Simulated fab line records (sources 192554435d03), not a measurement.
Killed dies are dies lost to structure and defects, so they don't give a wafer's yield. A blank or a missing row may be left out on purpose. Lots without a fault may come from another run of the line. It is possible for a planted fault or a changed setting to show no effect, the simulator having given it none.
Chamber matching | flow n5 finfet | cmp-01 running N5_GATE_CUT_CMP_61: 4 sister chambers
The step polishes, stops on SiNx, t overpolish 3 s. 4 wafers are shown with their chamber, then 8 later ones without.

== WAFERS WITH THEIR CHAMBER ==
wafer  | chamber | motor current A (A)
L082.6 | 2       | 10.8
L087.2 | 1       | 12.4
L087.6 | 3       | 11.3
L093.1 | 0       | 10.1

== WAFERS WHOSE CHAMBER IS MISSING ==
wafer  | motor current A (A)
L093.2 | 10.5
L093.4 | 12.6
L095.1 | 10.8
L095.4 | 11.0
L095.5 | 10.7
L097.1 | 12.3
L097.5 | 11.5
L097.6 | 11.0

== WHICH CHAMBER EACH ONE RAN IN ==
wafer  | from the rows above     | in truth
L093.2 | can't be placed: 2 or 0 | 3
L093.4 | 1                       | 1
L095.1 | 2                       | 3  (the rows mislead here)
L095.4 | can't be placed: 2 or 3 | 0
L095.5 | 2                       | 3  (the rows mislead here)
L097.1 | 1                       | 1
L097.5 | 3                       | 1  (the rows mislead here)
L097.6 | can't be placed: 2 or 3 | 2
2 of 8 placed correctly. Not placeable from these rows: 3 (in 1, the candidates include the true chamber). 3 placed wrongly.
How it was worked out, from the rows above alone: a wafer's distance from a chamber is the root of the sum, over the readings, of the square of ((its reading less the chamber's mean) divided by the reading's scatter). The wafer belongs to the nearest chamber; if the next one is less than 2 further off, it can't be placed. The mean given for a chamber averages the wafers shown for that chamber. The scatter: with one shown wafer a chamber, the root of the mean of the squares of how far each hidden wafer lies from its nearest shown one.
